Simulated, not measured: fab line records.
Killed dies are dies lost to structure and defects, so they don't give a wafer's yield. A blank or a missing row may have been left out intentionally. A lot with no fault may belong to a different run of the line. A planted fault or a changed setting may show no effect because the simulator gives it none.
Comparing a struck lot with a sound one | flow n5 finfet | 16 steps out of a route of 1938
Sound: the wafers L154.1, L154.2, L154.5. Struck: wafer L152.2; the same lot's L152.4 was not struck, so it is left out; see the end for the cause.
For every step that has rows: the tool of each side, followed by ch and its chambers, followed by its first start. Under that, the readings that differ: sound wafers | struck wafers | difference of the means | sigmas: that difference in standard deviations of wafers without a fault.
alike: readings with means less than 2 such deviations apart, plus words and numbers identical on both sides. not compared: withheld readings, readings lacking a value on some wafer, bounds such as >300 that could conceal the same value, and numbers that have no deviation in the record and whose values overlap.
A row with sigmas, a row that says differs or no value, or rows on one side alone: a step with any of these is where the two part. Non-overlapping numbers with no deviation appear without sigmas and do not part them. A reading missing from all wafers of one side parts the sides only when that side holds two or more wafers.

N5_BEOL_M5_ALD_86: deposits TaN, pulse time 2 s, purge time 3 s, co reactant purge time 2 s.
  sound on ald metal-03 ch 0,2,3, day 13 09:50; struck on ald metal-03 ch 2, day 12 21:02
  alike: heater power outer w, heater power w, precursor vessel carrier sccm
N5_BEOL_M5_SURFACE_TREAT_87:
  struck on pvd sputter-01, day 12 21:19; sound on pvd sputter-01, day 13 10:04
  not compared: throttle valve pct
then, 3 steps without rows for these wafers: N5_BEOL_M5_CVD_47 (deposits Co from CCTBA/H2, target thk 3 nm, time 216 s); N5_BEOL_M5_SPUTTER_48 (material Cu, target thk 15 nm, time 27.62 s); N5_BEOL_M5_ANNEAL_49 (time 1800 s).
N5_BEOL_M5_SPUTTER_81: material Cu, target thk 15 nm, time 27.62 s.
  struck on pvd sputter-01, day 12 22:38; sound on pvd sputter-01, day 13 13:07
  alike: chuck gas flow sccm, throttle valve pct
then, 4 steps without rows for these wafers: N5_BEOL_M5_ANNEAL_82 (time 1800 s); N5_BEOL_M5_SPUTTER_83 (material Cu, target thk 15 nm, time 27.62 s); N5_BEOL_M5_ANNEAL_84 (time 1800 s); N5_BEOL_M5_SPUTTER_88 (material Cu, target thk 15 nm, time 27.62 s).
N5_BEOL_M5_ANNEAL_89: time 1800 s.
  struck on pvd sputter-01, day 13 00:53; sound on pvd sputter-01, day 13 15:22
  alike: heater power w
N5_BEOL_M5_SPUTTER_90: material Cu, target thk 4.5 nm, time 8.29 s.
  struck on pvd sputter-01, day 13 01:53; sound on pvd sputter-01, day 13 16:22
  alike: chuck gas flow sccm, throttle valve pct
N5_BEOL_M5_ECD_50: material Cu, target thk 300 nm.
  sound on ecd cu-01 ch 0,1, day 13 16:29; struck on ecd cu-02 ch 0, day 13 02:01
  reading                                | sound           | struck | difference | sigmas
  model.Cu_of_BEOL_M5_ECD_50.thk nm (nm) | 300.8 304 300.4 | 399    | +97        |
then, 1 step without rows for these wafers: N5_BEOL_M5_ANNEAL_51 (time 90 s).
N5_BEOL_M5_CMP_52: polishes, stops on SiCOH lowk, t overpolish 6.9 s, target thk 62 nm.
  sound on cmp-04 ch 0,1, day 13 16:56; struck on cmp-03 ch 1, day 13 02:26
  reading                | sound    | struck | difference | sigmas
  time to endpoint s (s) | 64 58 60 | 83     | +22        | +6
  alike: motor current A
N5_BEOL_M5_THK_MEAS_53: measures by xrf.
  struck on film metro-01, day 13 02:43; sound on film metro-02, day 13 17:11
  alike: M5_THK

== WHERE THEY PART ==
At N5_BEOL_M5_CMP_52 and nowhere else, as far as this record goes. Later steps at which nothing parts them and some readings are alike: N5_BEOL_M5_THK_MEAS_53.

WHY: the cause the simulator had injected
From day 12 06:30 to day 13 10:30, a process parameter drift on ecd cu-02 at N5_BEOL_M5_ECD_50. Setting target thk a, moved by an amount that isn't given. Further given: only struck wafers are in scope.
